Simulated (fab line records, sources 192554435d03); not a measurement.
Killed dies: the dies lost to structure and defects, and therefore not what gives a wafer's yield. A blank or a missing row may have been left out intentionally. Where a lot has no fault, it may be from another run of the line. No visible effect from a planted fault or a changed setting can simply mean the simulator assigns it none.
Matching of chambers -- flow n5Finfet -- rieDiel-02 running N5_SDB_ETCH_25: 4 sister chambers
The step etches SiO2 in C4F6/O2, target depth 10 nm, time 3.3 s. 4 wafers are shown with their chamber, then 8 later ones without.

## EACH WAFER AND ITS CHAMBER
wafer,chamber,rfVppV (V)
L082.6,1,683
L084.5,2,634
L086.6,0,630
L090.2,3,645

## WAFERS MISSING THEIR CHAMBER
wafer,rfVppV (V)
L090.3,632
L090.5,632
L092.2,632
L092.4,684
L092.6,683
L097.2,647
L097.4,645
L097.5,682

## WHICH CHAMBER EACH WENT THROUGH
wafer,from the rows above,in truth
L090.3,can't be placed: 0 or 2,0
L090.5,can't be placed: 0 or 2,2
L092.2,can't be placed: 0 or 2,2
L092.4,1,1
L092.6,1,1
L097.2,3,3
L097.4,3,3
L097.5,1,1
Placed correctly: 5 of 8. Cannot be placed on the basis of these rows: 3; the candidates contain the true chamber in 3. 0 placed wrongly.
How it was worked out, from the rows above alone: a wafer's distance from a chamber is the root of the sum, over the readings, of the square of ((its reading less the chamber's mean) divided by the reading's scatter). If the next closest chamber is less than 2 further off than the closest, the wafer can't be placed; otherwise it belongs to the closest. A chamber's mean is the mean of its shown wafers. The scatter (one wafer shown for each chamber): square how far every hidden wafer sits from the nearest shown wafer, average those squares and take the square root.
